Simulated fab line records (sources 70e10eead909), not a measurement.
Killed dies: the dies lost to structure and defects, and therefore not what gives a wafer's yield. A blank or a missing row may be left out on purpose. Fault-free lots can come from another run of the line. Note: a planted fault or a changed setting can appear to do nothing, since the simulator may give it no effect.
Chamber matching :: flow nandHarc :: 4 sister chambers for NHARC_P_GATE_DESCUM_31 on rieDiel-01
The step chemistry O2, time 3 s. 4 wafers are shown with their chamber, then 9 later ones without.

WAFERS, EACH WITH ITS CHAMBER
wafer: L092.5
chamber: 1
showerheadPlenumPTorr (Torr): 1.84

wafer: L092.1
chamber: 0
showerheadPlenumPTorr (Torr): 1.95

wafer: L092.2
chamber: 3
showerheadPlenumPTorr (Torr): 1.93

wafer: L092.6
chamber: 2
showerheadPlenumPTorr (Torr): 1.90

WAFERS WHOSE CHAMBER IS MISSING
wafer: L094.1
showerheadPlenumPTorr (Torr): 1.93

wafer: L094.3
showerheadPlenumPTorr (Torr): 1.95

wafer: L094.6
showerheadPlenumPTorr (Torr): 1.89

wafer: L097.1
showerheadPlenumPTorr (Torr): 1.84

wafer: L097.3
showerheadPlenumPTorr (Torr): 1.93

wafer: L097.5
showerheadPlenumPTorr (Torr): 1.93

wafer: L097.2
showerheadPlenumPTorr (Torr): 1.95

wafer: L097.4
showerheadPlenumPTorr (Torr): 1.89

wafer: L097.6
showerheadPlenumPTorr (Torr): 1.95

WHICH CHAMBER EACH WENT THROUGH
wafer: L094.1
from the rows above: 3
in truth: 3

wafer: L094.3
from the rows above: 0
in truth: 0

wafer: L094.6
from the rows above: 2
in truth: 2

wafer: L097.1
from the rows above: 1
in truth: 1

wafer: L097.3
from the rows above: 3
in truth: 3

wafer: L097.5
from the rows above: 3
in truth: 3

wafer: L097.2
from the rows above: 0
in truth: 0

wafer: L097.4
from the rows above: 2
in truth: 2

wafer: L097.6
from the rows above: 0
in truth: 0
9 of 9 placed correctly. Number that these rows cannot place: 0. Number placed wrongly: 0.
How it was worked out, from the rows above alone: a wafer's distance from a chamber is the root of the sum, over the readings, of the square of ((its reading less the chamber's mean) divided by the reading's scatter). If the next closest chamber is less than 2 further off than the closest, the wafer can't be placed; otherwise it belongs to the closest. A chamber's mean is the mean of its shown wafers. The scatter: with one shown wafer a chamber, the root of the mean of the squares of how far each hidden wafer lies from its nearest shown one.
